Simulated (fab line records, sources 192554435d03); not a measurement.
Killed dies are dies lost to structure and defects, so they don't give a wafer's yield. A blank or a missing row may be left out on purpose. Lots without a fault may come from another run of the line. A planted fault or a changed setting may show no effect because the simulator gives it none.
Which tool did it? | flow n5_finfet | 15 lots, 43 wafers sampled, at 6 steps of a route of 1938

WHAT THE GAUGES READ, wafer by wafer
N5_BEOL_M4_RS_MEAS_58: measures by four-point-probe. Usual: M4_RS 0.67 ohm/sq, standard deviation 0.034.
lot  | measured     | on            | M4_RS (ohm/sq) | flag
L862 | day 8 11:42  | film_metro-02 | 0.66 0.72 0.69 |
L863 | day 8 14:37  | film_metro-02 | 0.64 0.68 0.68 |
L864 | day 9 08:10  | film_metro-02 | 0.73 0.68 0.69 |
L866 | day 9 08:25  | film_metro-01 | 0.72 0.64 0.66 |
L865 | day 9 13:35  | film_metro-02 | 0.70 0.70 0.66 |
L871 | day 10 13:34 | film_metro-02 | 0.64 0.67      |
L872 | day 10 18:41 | film_metro-01 | 0.67 0.70 0.63 |
L874 | day 11 14:05 | film_metro-02 | 0.68 0.71 0.68 |
L875 | day 11 17:10 | film_metro-02 | 0.68 0.60 0.68 |
L880 | day 12 16:31 | film_metro-02 | 0.66 0.62      |
L879 | day 12 18:24 | film_metro-01 | 0.70 0.65 0.67 |
L882 | day 13 00:02 | film_metro-02 | 0.70 0.72 0.71 |
L883 | day 13 21:14 | film_metro-01 | 0.67 0.63 0.64 |
L884 | day 13 21:34 | film_metro-02 | 0.63 0.63 0.65 |
L885 | day 14 00:24 | film_metro-01 | 0.66 0.64 0.67 |

N5_BEOL_M5_CD_MEAS_18: pitch 56 nm, target cd 28 nm. Usual: cd_nm 28.1 nm, standard deviation 0.43.
lot  | measured     | on        | cd_nm (nm)     | flag
L862 | day 8 15:26  | cd_sem-02 | 27.5 28.2 27.7 |
L863 | day 8 19:21  | cd_sem-01 | 28.3 28.5 28.5 |
L864 | day 9 12:55  | cd_sem-02 | 28.2 28.8 27.7 |
L866 | day 9 13:02  | cd_sem-01 | 28.1 28.7 28.5 |
L865 | day 9 18:35  | cd_sem-03 | 28.4 29.1 28.5 |
L871 | day 10 18:19 | cd_sem-01 | 28.2 28.3      |
L872 | day 10 23:13 | cd_sem-02 | - - -          | OFF
L874 | day 11 19:13 | cd_sem-02 | - - -          | OFF
L875 | day 11 20:05 | cd_sem-02 | - - -          | OFF
L880 | day 12 22:01 | cd_sem-02 | 28.2 28.1      |
L879 | day 12 23:17 | cd_sem-01 | 27.8 28.4 27.9 |
L882 | day 13 03:59 | cd_sem-02 | 28.4 28.4 28.1 |
L883 | day 14 00:47 | cd_sem-03 | 28.3 28.8 28.6 |
L884 | day 14 00:44 | cd_sem-03 | 28.2 27.6 28.6 |
L885 | day 14 05:53 | cd_sem-01 | 28.2 27.8 28.1 |

WHICH TOOL RAN EACH LOT (tool, then ch and the chambers of the sampled wafers, then the start)
lot  | N5_BEOL_M4_PRE_CLEAN_60          | N5_BEOL_M4_DEP_57               | N5_BEOL_M5_ETCH_62                 | N5_BEOL_M5_HM_OPEN_17
L862 | cvd_co-02 ch 1, day 8 11:23      | pecvd-01 ch 0,2, day 8 11:37    | rie_diel-04 ch 0,2, day 8 15:02    | rie_metal-02 ch 0,1, day 8 15:12
L863 | cvd_co-01 ch 1,2, day 8 14:24    | pecvd-03 ch 0,1,2, day 8 14:33  | rie_diel-01 ch 0,1, day 8 18:59    | rie_metal-01 ch 0,1, day 8 19:11
L864 | cvd_co-01 ch 0,2, day 9 07:57    | pecvd-03 ch 1,2, day 9 08:07    | rie_diel-03 ch 0,1,2, day 9 12:34  | rie_metal-02 ch 0,1, day 9 12:44
L866 | cvd_co-02 ch 1,2, day 9 08:11    | pecvd-01 ch 1,2, day 9 08:20    | rie_diel-04 ch 1,2, day 9 12:42    | rie_metal-03 ch 0,1, day 9 12:52
L865 | cvd_co-02 ch 0,1,2, day 9 13:22  | pecvd-01 ch 1,2, day 9 13:32    | rie_diel-03 ch 0,2, day 9 18:14    | rie_metal-01 ch 0,1, day 9 18:24
L871 | cvd_co-01 ch 0,1, day 10 13:20   | pecvd-04 ch 0, day 10 13:30     | rie_diel-01 ch 2,3, day 10 17:57   | rie_metal-03 ch 0,1, day 10 18:09
L872 | cvd_co-01 ch 0,2, day 10 18:28   | pecvd-04 ch 1,2, day 10 18:37   | rie_diel-03 ch 0,1,3, day 10 22:44 | rie_metal-02 ch 0,1, day 10 22:54
L874 | cvd_co-01 ch 1,2, day 11 13:50   | pecvd-01 ch 0,1, day 11 14:01   | rie_diel-03 ch 0,3, day 11 18:52   | rie_metal-03 ch 0, day 11 19:02
L875 | cvd_co-02 ch 0,2, day 11 16:55   | pecvd-03 ch 1, day 11 17:05     | rie_diel-01 ch 1,2, day 11 19:44   | rie_metal-03 ch 0,1, day 11 19:54
L880 | cvd_co-02 ch 0, day 12 16:15     | pecvd-01 ch 1,2, day 12 16:26   | rie_diel-03 ch 0,1, day 12 21:32   | rie_metal-02 ch 1, day 12 21:43
L879 | cvd_co-02 ch 1,2, day 12 18:08   | pecvd-01 ch 0,1,2, day 12 18:20 | rie_diel-01 ch 0,3, day 12 22:56   | rie_metal-01 ch 0, day 12 23:07
L882 | cvd_co-01 ch 0,1, day 12 23:49   | pecvd-03 ch 0,2, day 12 23:58   | rie_diel-01 ch 0,1,2, day 13 03:38 | rie_metal-03 ch 0,1, day 13 03:48
L883 | cvd_co-02 ch 1,2, day 13 21:01   | pecvd-04 ch 1,2, day 13 21:11   | rie_diel-03 ch 0,1, day 14 00:25   | rie_metal-01 ch 0,1, day 14 00:35
L884 | cvd_co-02 ch 0,1, day 13 21:20   | pecvd-04 ch 0,2, day 13 21:30   | rie_diel-01 ch 1,3, day 14 00:13   | rie_metal-01 ch 0,1, day 14 00:23
L885 | cvd_co-02 ch 0,1,2, day 14 00:10 | pecvd-04 ch 0,1, day 14 00:20   | rie_diel-01 ch 0,2,3, day 14 03:23 | rie_metal-01 ch 0,1, day 14 05:29
- N5_BEOL_M4_PRE_CLEAN_60: time 15 s.
- N5_BEOL_M4_DEP_57: deposits SiCN from 3MS/NH3, target thk 8 nm, time 14 s.
- N5_BEOL_M5_ETCH_62: etches SOC in N2/H2, target depth 75 nm, overetch 15 nm, time 112.5 s.
- N5_BEOL_M5_HM_OPEN_17: chemistry Cl2/BCl3, target TiN, target depth 20 nm, overetch 6 nm.

WHAT THE TOOLS THEMSELVES READ (means of the sampled wafers that have a number; where no wafer has one, the mark that the record gives instead)
N5_BEOL_M4_PRE_CLEAN_60. Usual: heater_power_outer_w 19 W, standard deviation 5.5; heater_power_w 84 W, standard deviation 6.
lot  | tool      | heater_power_outer_w (W) | heater_power_w (W) | flag
L862 | cvd_co-02 | 12                       | 76                 |
L863 | cvd_co-01 | 17                       | 81                 |
L864 | cvd_co-01 | 17                       | 80                 |
L866 | cvd_co-02 | 18                       | 80                 |
L865 | cvd_co-02 | 20                       | 84                 |
L871 | cvd_co-01 | 18                       | 84                 |
L872 | cvd_co-01 | 18                       | 80                 |
L874 | cvd_co-01 | 17                       | 81                 |
L875 | cvd_co-02 | 23                       | 89                 |
L880 | cvd_co-02 | 20                       | 91                 |
L879 | cvd_co-02 | 18                       | 81                 |
L882 | cvd_co-01 | 18                       | 83                 |
L883 | cvd_co-02 | 18                       | 83                 |
L884 | cvd_co-02 | 15                       | 81                 |
L885 | cvd_co-02 | 21                       | 87                 |

N5_BEOL_M4_DEP_57. Usual: showerhead_plenum_p_Torr 3.666 Torr, standard deviation 0.014; throttle_valve_pct 9.0 %, standard deviation 0.7.
lot  | tool     | showerhead_plenum_p_Torr (Torr) | throttle_valve_pct (%) | flag
L862 | pecvd-01 | 3.681                           | 8.2                    |
L863 | pecvd-03 | 3.664                           | 8.8                    |
L864 | pecvd-03 | 3.661                           | 9.0                    |
L866 | pecvd-01 | 3.678                           | 8.2                    |
L865 | pecvd-01 | 3.673                           | 8.2                    |
L871 | pecvd-04 | 3.660                           | 9.6                    |
L872 | pecvd-04 | 3.663                           | 9.6                    |
L874 | pecvd-01 | 3.655                           | 8.8                    |
L875 | pecvd-03 | 3.683                           | 9.4                    |
L880 | pecvd-01 | 3.672                           | 8.3                    |
L879 | pecvd-01 | 3.668                           | 8.4                    |
L882 | pecvd-03 | 3.658                           | 8.5                    |
L883 | pecvd-04 | 3.663                           | 9.7                    |
L884 | pecvd-04 | 3.656                           | 9.1                    |
L885 | pecvd-04 | 3.667                           | 10.1                   |

N5_BEOL_M5_ETCH_62. Usual: bias_w 150.0 W, standard deviation 0.44; chamber_pressure_mTorr 30.006 mTorr, standard deviation 0.025; drypump_motor_current_A 5.8 A, standard deviation 0.3; n2_flow_sccm 200.1 sccm, standard deviation 0.59; oes_product_au 0.60 a.u., standard deviation 0.043; rf_vpp_V 523.7 V, standard deviation 2.6; showerhead_plenum_p_Torr 2.54 Torr, standard deviation 0.085; throttle_valve_pct 17.87 %, standard deviation 0.25.
lot  | tool        | bias_w (W) | chamber_pressure_mTorr (mTorr) | drypump_motor_current_A (A) | n2_flow_sccm (sccm) | oes_product_au (a.u.) | rf_vpp_V (V) | showerhead_plenum_p_Torr (Torr) | throttle_valve_pct (%) | flag
L862 | rie_diel-04 | 149.4      | 30.017                         | 5.8                         | 200.7               | 0.60                  | 522.7        | 2.50                            | 17.77                  |
L863 | rie_diel-01 | 150.7      | 30.007                         | 5.8                         | 200.3               | 0.64                  | 523.8        | 2.54                            | 17.78                  |
L864 | rie_diel-03 | 150.1      | 29.979                         | 5.6                         | 200.1               | 0.64                  | 525.6        | 2.62                            | 17.86                  |
L866 | rie_diel-04 | 150.6      | 30.023                         | 5.8                         | 199.6               | 0.63                  | 520.3        | 2.45                            | 17.65                  |
L865 | rie_diel-03 | 150.1      | 30.015                         | 5.7                         | 200.2               | 0.65                  | 527.6        | 2.67                            | 18.01                  |
L871 | rie_diel-01 | 150.0      | 30.016                         | 6.1                         | 199.9               | 0.59                  | 523.7        | 2.53                            | 17.91                  |
L872 | rie_diel-03 | -          | -                              | -                           | -                   | -                     | -            | -                               | -                      | OFF
L874 | rie_diel-03 | -          | -                              | -                           | -                   | -                     | -            | -                               | -                      | OFF
L875 | rie_diel-01 | -          | -                              | -                           | -                   | -                     | -            | -                               | -                      | OFF
L880 | rie_diel-03 | 149.9      | 30.019                         | 5.6                         | 200.8               | 0.64                  | 525.3        | 2.60                            | 17.81                  |
L879 | rie_diel-01 | 150.1      | 30.026                         | 5.7                         | 200.1               | 0.61                  | 521.6        | 2.47                            | 17.88                  |
L882 | rie_diel-01 | 150.0      | 30.021                         | 6.0                         | 199.8               | 0.59                  | 523.6        | 2.54                            | 17.92                  |
L883 | rie_diel-03 | 150.1      | 30.021                         | 5.5                         | 199.8               | 0.62                  | 525.5        | 2.58                            | 17.76                  |
L884 | rie_diel-01 | 149.6      | 29.998                         | 5.8                         | 200.1               | 0.58                  | 520.0        | 2.42                            | 18.10                  |
L885 | rie_diel-01 | 150.4      | 30.013                         | 6.0                         | 200.1               | 0.60                  | 524.2        | 2.54                            | 17.84                  |

N5_BEOL_M5_HM_OPEN_17. Usual: drypump_motor_current_A 5.6 A, standard deviation 0.44; mfc_ar_sccm 25.00 sccm, standard deviation 0.071; mfc_cl2_sccm 53.26 sccm, standard deviation 0.17; oes_product_au 0.67 a.u., standard deviation 0.079; throttle_valve_pct 22.01 %, standard deviation 0.26.
lot  | tool         | drypump_motor_current_A (A) | mfc_ar_sccm (sccm) | mfc_cl2_sccm (sccm) | oes_product_au (a.u.) | throttle_valve_pct (%) | flag
L862 | rie_metal-02 | 5.9                         | 24.99              | 53.24               | 0.75                  | 22.31                  |
L863 | rie_metal-01 | 5.5                         | 25.09              | 53.22               | 0.77                  | 22.00                  |
L864 | rie_metal-02 | 5.9                         | 25.01              | 53.44               | 0.74                  | 22.32                  |
L866 | rie_metal-03 | 5.4                         | 24.94              | 53.30               | 0.60                  | 21.88                  |
L865 | rie_metal-01 | 5.2                         | 25.03              | 53.22               | 0.76                  | 22.07                  |
L871 | rie_metal-03 | 5.4                         | 25.00              | 53.24               | 0.59                  | 21.82                  |
L872 | rie_metal-02 | 6.2                         | 25.00              | 53.24               | 0.34                  | 22.78                  | OFF
L874 | rie_metal-03 | 5.3                         | 25.03              | 53.30               | 0.26                  | 22.64                  | OFF
L875 | rie_metal-03 | 5.4                         | 25.04              | 53.17               | 0.26                  | 22.54                  | OFF
L880 | rie_metal-02 | 6.5                         | 24.94              | 53.50               | 0.79                  | 21.94                  |
L879 | rie_metal-01 | 5.0                         | 25.04              | 53.32               | 0.72                  | 22.16                  |
L882 | rie_metal-03 | 5.5                         | 25.04              | 53.09               | 0.59                  | 21.80                  |
L883 | rie_metal-01 | 5.2                         | 25.02              | 53.07               | 0.71                  | 22.10                  |
L884 | rie_metal-01 | 5.2                         | 24.98              | 53.33               | 0.71                  | 22.11                  |
L885 | rie_metal-01 | 5.2                         | 24.95              | 53.24               | 0.72                  | 22.10                  |

THE ANSWER, worked out from the rows above alone
Rule: a lot is off if the mean of its wafers that have a number lies more than 3 standard deviations from the usual mean. A lot without any number at a reading at which 4 lots or more have one is off too. The other lots that the step has rows for count as sound. The gauges are gone through in route order, then the tools' own readings, and for those a lot's mean is taken as printed above. The first step at which some lot is off is used, and at that step the reading that is off furthest; a lot without a number counts as furthest.
Off: L872, L874, L875, at N5_BEOL_M5_CD_MEAS_18 (cd_nm). Without a number there: L872, L874, L875.
A tool fits if, at a process step before that reading, it ran every lot that is off, and no sound lot after the first of them. The gauges at N5_BEOL_M5_CD_MEAS_18 aren't tried: what is off there is off at N5_BEOL_M5_ETCH_62 too, on other tools, and a gauge's error can't cause that. None of those tried fits.

WHAT THE SIMULATOR HAD PUT IN
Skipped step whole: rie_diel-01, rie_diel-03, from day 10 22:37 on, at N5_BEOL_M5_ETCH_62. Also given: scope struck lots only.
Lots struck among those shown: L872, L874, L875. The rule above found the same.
